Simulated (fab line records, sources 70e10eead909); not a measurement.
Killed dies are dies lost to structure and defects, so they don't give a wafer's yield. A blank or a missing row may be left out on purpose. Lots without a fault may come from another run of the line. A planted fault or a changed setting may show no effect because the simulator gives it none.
A struck lot beside a sound one | flow nand_harc | 15 steps out of a route of 1159
Sound: wafers L663.1, L663.3, L663.5. Struck: wafer L675.1. (L675.3 of the same lot was not struck and is left out.) The cause comes at the end.
At each step with rows: each side's tool, then ch and its chambers, then its first start. Under that, the readings that differ: sound wafers | struck wafers | difference of the means | sigmas: that difference in standard deviations of wafers without a fault.
alike: readings whose means differ by less than 2 such deviations, and words and numbers that are the same on both sides. not compared: withheld readings, readings that some wafer has no value for, bounds like >300 that may hide the same value, and numbers for which the record gives no deviation and whose values overlap.
The two part at a step that has a row with sigmas, a row that says differs or no value, or rows on one side only. Numbers that don't overlap but have no deviation are shown without sigmas and don't part them. A reading that every wafer of one side lacks parts them only if that side has two wafers or more.

first, 10 steps without rows for these wafers: NHARC_THIN_TSV_PVD_55 (deposits TiN, target thk 50 nm); NHARC_THIN_TSV_PVD_24 (deposits Al, target thk 800 nm); NHARC_THIN_TSV_DEHYDRATE_25 (time 120 s); NHARC_THIN_TSV_HMDS_26 (time 30 s); NHARC_THIN_TSV_COAT_27; NHARC_THIN_TSV_SOFTBAKE_28 (time 95 s); NHARC_THIN_TSV_EBR_29; NHARC_THIN_TSV_EXPOSE_30 (exposes mask PAD); NHARC_THIN_TSV_PEB_31 (peb time 85 s); NHARC_THIN_TSV_DEVELOP_32 (time 70 s).
NHARC_THIN_TSV_CD_MEAS_33: target cd 5000 nm.
  sound on cd_sem-03 ch 0, day 19 18:29; struck on cd_sem-03 ch 0, day 23 17:52
  alike: cd_nm
then, 1 step without rows for these wafers: NHARC_THIN_TSV_HARDBAKE_34 (time 80 s).
NHARC_THIN_TSV_DESCUM_35: chemistry O2, time 3 s.
  sound on rie_diel-12 ch 0,1,2, day 19 18:40; struck on rie_diel-01 ch 0, day 23 18:02
  reading          | sound          | struck | difference | sigmas
  run_length_s (s) | 23.4 23.5 23.7 | 22.4   | -1.1       | -4
  alike: drypump_motor_current_A, mfc_ar_sccm, oes_product_au, rf_vpp_V, showerhead_plenum_p_Torr, throttle_valve_pct
  not compared: rf_hours_counter_h
NHARC_THIN_TSV_ETCH_59: etches the open film in Cl2/BCl3, target depth 880 nm, time 138.1 s.
  sound on rie_metal-03 ch 1, day 19 18:46; struck on rie_metal-01 ch 1, day 23 18:12
  alike: drypump_motor_current_A, oes_product_au, throttle_valve_pct
  not compared: rf_hours_counter_h
NHARC_END_SORT_01:
  the record has rows for the sound wafers here (prober-02 ch 0, day 20 16:38) and none for the struck ones

WHERE THEY PART
First at NHARC_THIN_TSV_DESCUM_35; last, within this record, at NHARC_END_SORT_01.

WHY: what the simulator had put in
Process parameter drift: rie_diel-01, from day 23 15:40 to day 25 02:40, at NHARC_THIN_TSV_DESCUM_35. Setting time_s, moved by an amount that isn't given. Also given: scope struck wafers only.
